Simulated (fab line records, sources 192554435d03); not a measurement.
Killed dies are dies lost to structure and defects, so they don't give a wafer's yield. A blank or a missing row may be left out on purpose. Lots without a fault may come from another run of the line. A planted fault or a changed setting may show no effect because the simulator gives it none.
Which tool did it? | flow n5_finfet | 12 lots, 36 wafers sampled, at 2 steps of a route of 1938

WHAT THE GAUGES READ, wafer by wafer
N5_BEOL_M12_INSPECT_12: inspects for defects (macro).
lot  | measured     | on                | raw_defect_count
L075 | day 11 12:08 | defect_inspect-02 | 4 0 2
L079 | day 12 02:10 | defect_inspect-02 | 1 2 2
L078 | day 12 22:31 | defect_inspect-02 | 0 4 2
L080 | day 13 10:38 | defect_inspect-02 | 1 4 1
L083 | day 13 15:07 | defect_inspect-01 | 3 3 3
L085 | day 13 19:55 | defect_inspect-01 | 1 2 3
L087 | day 14 21:45 | defect_inspect-01 | 1 2 0
L088 | day 15 05:14 | defect_inspect-01 | 6 2 2
L092 | day 15 12:34 | defect_inspect-02 | 1 0 2
L093 | day 16 00:56 | defect_inspect-01 | 3 2 0
L094 | day 16 08:56 | defect_inspect-02 | 2 3 3
L097 | day 18 22:06 | defect_inspect-01 | 2 4 0

WHICH TOOL RAN EACH LOT (tool, then ch and the chambers of the sampled wafers, then the start)
lot  | N5_BEOL_M11_CMP_52
L075 | cmp-02 ch 0,1,2, day 11 11:02
L079 | cmp-02 ch 0,1,2, day 12 01:13
L078 | cmp-02 ch 0,1,3, day 12 21:38
L080 | cmp-04 ch 2,3, day 13 09:29
L083 | cmp-04 ch 1,2,3, day 13 14:05
L085 | cmp-04 ch 1,2,3, day 13 18:54
L087 | cmp-03 ch 0,1, day 14 20:46
L088 | cmp-02 ch 0,2,3, day 15 04:13
L092 | cmp-03 ch 0,1,2, day 15 11:42
L093 | cmp-02 ch 0,1,3, day 16 00:02
L094 | cmp-02 ch 0,1,2, day 16 07:58
L097 | cmp-04 ch 0,2,3, day 18 21:06
- N5_BEOL_M11_CMP_52: polishes, stops on SiCOH lowk, t overpolish 7 s, target thk 140 nm.

THE ANSWER, worked out from the rows above alone
Rule: what is usual is taken from the lots themselves. Put in order of their means at a reading, lots are off if they are a third of the lots or fewer, leave a main group of 4 or more, and stand apart from it by a gap of 3 or more times the standard deviation of the main group's means; of several such gaps the widest counts. A main group whose means are all the same, to the digits that the tables above print for the reading, isn't used. A lot without any number at a reading at which 4 lots or more have one is off too. The other lots that the step has rows for count as sound.
No lot is off at any reading shown: from this, nothing can be told.

WHAT THE SIMULATOR HAD PUT IN
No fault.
